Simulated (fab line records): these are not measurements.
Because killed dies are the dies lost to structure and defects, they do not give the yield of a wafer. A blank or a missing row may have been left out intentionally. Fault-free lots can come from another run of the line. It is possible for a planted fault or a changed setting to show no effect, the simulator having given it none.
fab line records -- flow nand-harc -- part 2 of 2: steps 32 to 41 of 41
record: lots: 5, wafers: 15, last-day: 24
route steps=1159 shown P_STI@91 P_GATE@110
lots that met no fault: taken from a fault-free run of the same line
start-h: hours from the record's opening day to when the first of the lot's shown wafers began -- wait-h: hours since the lot's step before -- " identical to the entry in the row above -- L1.1+2: one row covering several wafers at once -- - no value present, or no start provided -- * or withheld: withheld -- < > ~ a bound
route shown NAME@n: names a module that has steps shown in the file, with the first one's number in the route -- usual: the fault-free wafers' mean and standard deviation -- same: alike in all rows -- chamber/n: place in a boat -- sites: each site's reading -- _std_site: the standard deviation of these -- _edge_site: outer sites' mean less inner sites' -- radius-mm: how far each site lies from the wafer's centre -- mask NAME#n: copy n -- behind: tool/chamber where the wafer was last shaped -- hold: what put the lot on hold/how long, in hours/how the hold closed -- device: the transistor (n, p or np) that didn't switch -- end of line: at the end of the route, the tests of the same wafers -- where a step has no rows: the recipe by itself -- killed: not the wafer's yield, but the dies lost to structure and defects at the first sort -- map: the dies of a wafer, with x for killed, . for not killed, _ for no die there
set.NAME: the setting as run; set.NAME@STEP: as run at that earlier step -- model.NAME: the simulator's own value behind a step, which no gauge read
certain route steps with their lots: each step a table, each wafer a row
services: from which hour (start-h, from the record's first day; less than 0 if before it) a tool's chamber was out of use, for how many hours, and why
== steps ==
step: NHARC_P_GATE_HARDBAKE_12
recipe: temp-c: 125, time-s: 80
usual: chill-plate-temp-C: 23.00/0.1, plate-temp-C: 124.99/0.13
same: time-s: 80
lot.wafer,tool,chamber,start-h,wait-h,chill-plate-temp-C,plate-temp-C
L076.2,litho-track-03,0,93.53,-,22.82,124.83
L076.4,litho-track-03,0,93.53,-,23.00,124.99
L076.6,litho-track-03,0,93.53,-,22.87,124.96
L077.3,litho-track-05,0,93.71,-,22.84,124.94
L077.4,litho-track-05,0,93.71,-,22.92,124.81
L077.5,litho-track-05,0,93.71,-,22.90,124.81
L088.3,litho-track-05,0,152.14,-,22.92,125.00
L088.5,litho-track-05,0,152.14,-,23.04,124.95
L088.6,litho-track-05,0,152.14,-,22.78,124.91
L091.1,litho-track-03,0,177.75,-,22.90,124.96
L091.2,litho-track-03,0,177.75,-,23.03,125.02
L091.3,litho-track-03,0,177.75,-,22.95,125.11
L096.4,litho-track-07,0,206.52,-,22.91,124.75
L096.5,litho-track-07,0,206.52,-,22.92,124.80
L096.6,litho-track-07,0,206.52,-,23.05,124.94
step: NHARC_P_GATE_DESCUM_13
recipe: time-s: 3, o2-flow-sccm: 200, ar-flow-sccm: 0, bias-power-w: 0, chemistry: O2
usual: drypump-motor-current-A: 5.7/0.42, oes-product-au: 1.001/0.015, rf-vpp-V: 57.9/0.95, showerhead-plenum-p-Torr: 1.93/0.067, throttle-valve-pct: 11.312/0.0093
same: time-s: 3
lot.wafer,tool,chamber,start-h,wait-h,drypump-motor-current-A,oes-product-au,rf-hours-counter-h,rf-vpp-V,showerhead-plenum-p-Torr,throttle-valve-pct
L076.2,rie-diel-13,1,93.60,-,5.6,1.010,28,57.9,2.02,11.298
L076.4,rie-diel-13,3,93.60,-,5.9,0.997,27,57.6,1.95,11.309
L076.6,rie-diel-13,1,93.60,-,5.5,1.019,-,57.2,2.02,11.330
L077.3,rie-diel-06,3,93.80,-,6.4,0.983,9,59.5,1.90,11.295
L077.4,rie-diel-06,1,93.80,-,5.1,1.000,7,57.4,1.91,11.317
L077.5,rie-diel-06,3,93.80,-,6.4,0.979,-,57.0,1.90,11.314
L088.3,rie-diel-13,1,152.24,-,5.5,1.014,7,57.9,2.01,11.297
L088.5,rie-diel-13,3,152.24,-,5.9,0.987,-,57.5,1.94,11.308
L088.6,rie-diel-13,0,152.24,-,5.6,0.983,-,56.5,1.78,11.311
L091.2,rie-diel-06,2,177.83,-,5.8,0.976,35,57.8,1.90,11.292
L091.3,rie-diel-06,3,177.83,-,6.4,0.987,36,59.1,1.89,11.321
L091.1,rie-diel-06,0,177.83,-,5.6,0.978,33,58.7,1.92,11.311
L096.4,rie-diel-13,2,206.65,-,5.8,1.019,-,56.3,1.90,11.296
L096.5,rie-diel-13,3,206.65,-,5.8,1.004,-,58.2,1.94,11.307
L096.6,rie-diel-13,1,206.65,-,5.5,1.015,-,57.3,2.01,11.310
step: NHARC_P_GATE_ETCH_14
recipe: target-depth-a: 488, chemistry: dHF, material: SiO2
lot.wafer,tool,chamber,start-h,wait-h
L076.2+6+4,wet-bench-03,"7,2,4",93.75,0.1
L077.4+3+5,wet-bench-09,"4,6,7",93.93,0.1
L088.6+3+5,wet-bench-09,"1,3,6",152.35,0.1
L091.1+3+2,wet-bench-06,"1,3,6",177.97,0.1
L096.6+4+5,wet-bench-06,"7,1,2",206.77,0.1
step: NHARC_P_GATE_STRIP_15
recipe: time-s: 780, temp-c: 130, chemistry: SPM
same: time-s: 780
lot.wafer,tool,chamber,start-h,wait-h
L076.2+6+4,wet-bench-03,"7,2,4",93.79,0.0
L077.4+3+5,wet-bench-09,"4,6,7",93.97,0.0
L088.6+3+5,wet-bench-09,"1,3,6",152.39,0.0
L091.1+3+2,wet-bench-06,"1,3,6",178.01,0.0
L096.6+4+5,wet-bench-06,"7,1,2",206.81,0.0
step: NHARC_P_GATE_PRECLEAN_71
recipe: time-s: *, temp-c: 50, bath-age-min: 0, chemistry: SC1
same: time-s: *
lot.wafer,tool,chamber,start-h,wait-h
L076.2+6+4,wet-bench-03,"7,2,4",-,-
L077.4+3+5,wet-bench-09,"4,6,7",-,-
L088.6+3+5,wet-bench-09,"1,3,6",-,-
L091.1+3+2,wet-bench-06,"1,3,6",-,-
L096.6+4+5,wet-bench-06,"7,1,2",-,-
step: NHARC_P_GATE_SRD_72
lot.wafer,tool,chamber,start-h,wait-h
L076.2+6+4,wet-bench-03,"7,2,4",-,-
L077.4+3+5,wet-bench-09,"4,6,7",-,-
L088.6+3+5,wet-bench-09,"1,3,6",-,-
L091.1+3+2,wet-bench-06,"1,3,6",-,-
L096.6+4+5,wet-bench-06,"7,1,2",-,-
step: NHARC_P_GATE_OXIDE_16
recipe: target-thk-a: 30, temp-c: 875, ox-time-s: 392, material: SiO2
usual: spike-tc-upper-C: 875.0/1.2, zone-power-centre-pct: 14.8/2.5
lot.wafer,tool,chamber,start-h,wait-h,spike-tc-upper-C,zone-power-centre-pct
L076.2,furnace-02,0,97.14,-,875.9,12.2
L076.4,furnace-02,0,97.14,-,875.0,12.2
L076.6,furnace-02,0,97.14,-,874.9,12.1
L077.3,furnace-02,0,97.14,-,875.7,12.2
L077.4,furnace-02,0,97.14,-,874.6,12.0
L077.5,furnace-02,0,97.14,-,872.9,12.2
L088.3,furnace-08,0,155.74,-,873.9,17.4
L088.5,furnace-08,0,155.74,-,876.1,17.4
L088.6,furnace-08,0,155.74,-,875.6,17.2
L091.1,furnace-02,0,181.36,-,874.1,12.1
L091.2,furnace-02,0,181.36,-,875.7,12.2
L091.3,furnace-02,0,181.36,-,875.4,12.1
L096.4,furnace-02,0,210.15,-,874.1,12.4
L096.5,furnace-02,0,210.15,-,877.2,12.2
L096.6,furnace-02,0,210.15,-,875.6,12.0
step: NHARC_P_GATE_CVD_17
recipe: target-thk-a: 1500, temp-c: 620, time-s: 900, material: poly-Si
usual: spike-tc-upper-C: 619.9/0.97, zone-power-centre-pct: 9.1/1.2
same: time-s: 900
lot.wafer,tool,chamber,start-h,wait-h,spike-tc-upper-C,zone-power-centre-pct
L076.2,lpcvd-poly-04,0,103.36,2.7,619.2,8.3
L076.4,lpcvd-poly-04,0,103.36,2.7,621.1,8.3
L076.6,lpcvd-poly-04,0,103.36,2.7,620.6,8.2
L077.3,lpcvd-poly-04,0,103.36,2.7,620.7,8.5
L077.4,lpcvd-poly-04,0,103.36,2.7,620.3,8.4
L077.5,lpcvd-poly-04,0,103.36,2.7,618.9,8.4
L088.3,lpcvd-poly-03,0,161.81,2.5,619.0,8.4
L088.5,lpcvd-poly-03,0,161.81,2.5,621.2,8.5
L088.6,lpcvd-poly-03,0,161.81,2.5,619.7,8.7
L091.1,lpcvd-poly-02,0,187.81,2.9,619.6,11.6
L091.2,lpcvd-poly-02,0,187.81,2.9,621.1,11.7
L091.3,lpcvd-poly-02,0,187.81,2.9,621.3,11.8
L096.4,lpcvd-poly-03,0,216.18,2.5,618.9,8.6
L096.5,lpcvd-poly-03,0,216.18,2.5,619.2,8.5
L096.6,lpcvd-poly-03,0,216.18,2.5,619.3,8.5
step: NHARC_P_GATE_HM_DEP_102
recipe: target-thk-a: 1200, temp-c: 400, material: aC
usual: throttle-valve-pct: 35.001/0.01
lot.wafer,tool,chamber,start-h,wait-h,throttle-valve-pct
L077.3,acl-dep-01,0,106.20,0.6,35.001
L077.4,acl-dep-01,0,106.20,0.6,35.011
L077.5,acl-dep-01,0,106.20,0.6,34.993
L076.2,acl-dep-03,0,106.22,0.6,34.999
L076.4,acl-dep-03,0,106.22,0.6,34.985
L076.6,acl-dep-03,0,106.22,0.6,35.013
L088.3,acl-dep-03,0,166.02,2.0,34.985
L088.5,acl-dep-03,0,166.02,2.0,35.004
L088.6,acl-dep-03,0,166.02,2.0,35.010
L091.1,acl-dep-03,0,194.38,4.3,34.994
L091.2,acl-dep-03,0,194.38,4.3,35.003
L091.3,acl-dep-03,0,194.38,4.3,35.002
L096.4,acl-dep-03,0,219.15,0.7,35.005
L096.5,acl-dep-03,0,219.15,0.7,35.004
L096.6,acl-dep-03,0,219.15,0.7,35.013
step: NHARC_P_GATE_DEP_103
recipe: target-thk-a: 300, target-thk-nm: 30, temp-c: 400, flow-sccm: 200, rf-w: 350, material: SiON
usual: heater-power-w: 723/63
lot.wafer,tool,chamber,start-h,wait-h,heater-power-w
L077.3,pecvd-03,0,106.65,0.3,675
L077.5,pecvd-03,1,106.65,0.3,828
L077.4,pecvd-03,2,106.65,0.3,737
L076.2,pecvd-01,1,106.84,0.5,720
L076.6,pecvd-01,0,106.84,0.5,728
L076.4,pecvd-01,1,106.84,0.5,706
L088.3,pecvd-03,0,166.46,0.3,638
L088.6,pecvd-03,0,166.46,0.3,656
L088.5,pecvd-03,1,166.46,0.3,845
L091.2,pecvd-01,0,195.05,0.5,723
L091.1,pecvd-01,1,195.05,0.5,647
L091.3,pecvd-01,2,195.05,0.5,755
L096.5,pecvd-03,0,219.60,0.2,585
L096.6,pecvd-03,1,219.60,0.2,842
L096.4,pecvd-03,2,219.60,0.2,774
== services ==
tool,chamber,start-h,hours,kind
furnace-08,-,34.57,3.3,repair
wet-bench-01,-,37.60,8.0,pm
krf-scanner-02,-,38.00,4.0,pm
litho-track-03,-,38.00,7.0,pm
acl-dep-03,-,43.12,13.0,pm
litho-track-05,-,62.00,7.0,pm
wet-bench-07,-,96.00,8.0,pm
rie-diel-13,-,99.03,9.0,pm
furnace-02,-,110.81,26.0,pm
hdpcvd-01,-,111.00,13.0,pm
pecvd-03,-,111.15,13.0,pm
wet-bench-09,-,112.80,8.0,pm
rie-diel-13,2,113.36,9.5,repair
rie-diel-13,3,124.27,5.6,repair
wet-bench-06,-,129.60,8.0,pm
wet-bench-03,-,148.84,8.0,pm
wet-bench-04,-,163.20,8.0,pm
litho-track-07,-,189.00,7.0,pm
furnace-06,-,190.23,1.3,repair
furnace-08,-,201.39,1.9,repair
furnace-06,-,202.46,26.0,pm
wet-bench-04,-,212.29,1.9,repair
litho-track-03,-,213.00,7.0,pm
wet-bench-01,-,213.60,8.0,pm
